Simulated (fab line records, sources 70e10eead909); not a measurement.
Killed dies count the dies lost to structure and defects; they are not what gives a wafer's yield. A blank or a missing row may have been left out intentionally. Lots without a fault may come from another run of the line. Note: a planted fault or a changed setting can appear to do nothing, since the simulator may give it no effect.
Comparing a struck lot with a sound one :: flow nand_harc :: 13 steps out of a route of 1302
Sound: these wafers, L891.1, L891.4, L891.5. Struck: wafer L904.3. (L904.1, L904.4 of the same lot were not struck and are left out.) The cause comes at the end.
At each step with rows: each side's tool, then ch and its chambers, then its first start. Under that, the readings that differ: sound wafers :: struck wafers :: difference of the means :: sigmas: that difference in standard deviations of wafers without a fault.
alike: readings whose means differ by less than 2 such deviations, and words and numbers that are the same on both sides. not compared: withheld readings, readings that some wafer has no value for, bounds like >300 that may hide the same value, and numbers for which the record gives no deviation and whose values overlap.
Wherever a step has rows on one side only, a row that says differs or no value, or a row with sigmas, the two part there. Numbers that have no deviation but don't overlap get no sigmas and don't part them. Lack of a reading on every wafer of one side parts them only where that side has two or more wafers.

first, 4 steps without rows for these wafers: NHARC_A_WL_FILL_STRIP_28 (strips in post etch residue remover, time 1200 s); NHARC_A_WL_FILL_PRECLEAN_06 (cleans in DIW, time 300 s); NHARC_A_WL_FILL_SRD_07; NHARC_A_WL_FILL_ANNEAL_08 (time 1800 s).
NHARC_A_WL_FILL_ALD_10: deposits SiO2, target thk 50 nm, pulse time 10 s, ald cycles 500.
  sound on ald_hk-02 ch 0,1,2, day 21 06:35; struck on ald_hk-01 ch 3, day 26 05:21
  alike: heater_power_w, precursor_pulse_height_rel
NHARC_A_WL_FILL_ETCHBACK_16: etches the open film in C4F8/O2/Ar, target depth 120 nm, time 24 s.
  sound on rie_diel-11 ch 0,1,2; struck on rie_diel-02 ch 1
reading: oes_product_au (a.u.)
sound: 0.923 0.931 0.928
struck: 0.991
difference: +0.064
sigmas: +2
  alike: bias_w, chamber_pressure_mTorr, rf_vpp_V
  not compared: rf_hours_counter_h
NHARC_A_WL_FILL_STRIP_29: strips in O2, time 20 s.
  sound on rie_diel-11 ch 0,1, day 21 12:20; struck on rie_diel-02 ch 0, day 26 09:34
  alike: chamber_pressure_mTorr, drypump_motor_current_A, oes_product_au, rf_vpp_V, showerhead_plenum_p_Torr, throttle_valve_pct
  not compared: rf_hours_counter_h
NHARC_A_WL_FILL_ETCHBACK_17: etches the open film in Cl2/BCl3, target depth 4 nm, time 26.7 s.
  sound on rie_metal-02 ch 0,1, day 21 12:26; struck on rie_metal-02 ch 1, day 26 09:39
  alike: chamber_pressure_mTorr, drypump_motor_current_A, oes_product_au
  not compared: rf_hours_counter_h
then, 3 steps without rows for these wafers: NHARC_A_WL_FILL_PRECLEAN_18 (cleans in dHF, time 30 s); NHARC_A_WL_FILL_SRD_21; NHARC_A_WL_FILL_CVD_23 (deposits poly-Si, target thk 40 nm, time 800 s).
NHARC_A_WL_FILL_ETCHBACK_26: etches the open film in HBr, target depth 52 nm, time 13.3 s.
  sound on rie_si-06 ch 0,1,3, day 21 17:39; struck on rie_si-02 ch 2, day 26 14:52
reading: oes_product_au (a.u.)
sound: 0.991 0.998 0.995
struck: 0.688
difference: -0.307
sigmas: -43
  alike: bias_w, chamber_pressure_mTorr, drypump_motor_current_A, throttle_valve_pct
  not compared: rf_hours_counter_h
then, 1 step without rows for these wafers: NHARC_A_WL_FILL_PRECLEAN_30 (cleans in dHF, time 10 s).

== WHERE THEY PART ==
At NHARC_A_WL_FILL_ETCHBACK_16 first; at NHARC_A_WL_FILL_ETCHBACK_26 last (within this record only).

WHY: the cause the simulator had injected
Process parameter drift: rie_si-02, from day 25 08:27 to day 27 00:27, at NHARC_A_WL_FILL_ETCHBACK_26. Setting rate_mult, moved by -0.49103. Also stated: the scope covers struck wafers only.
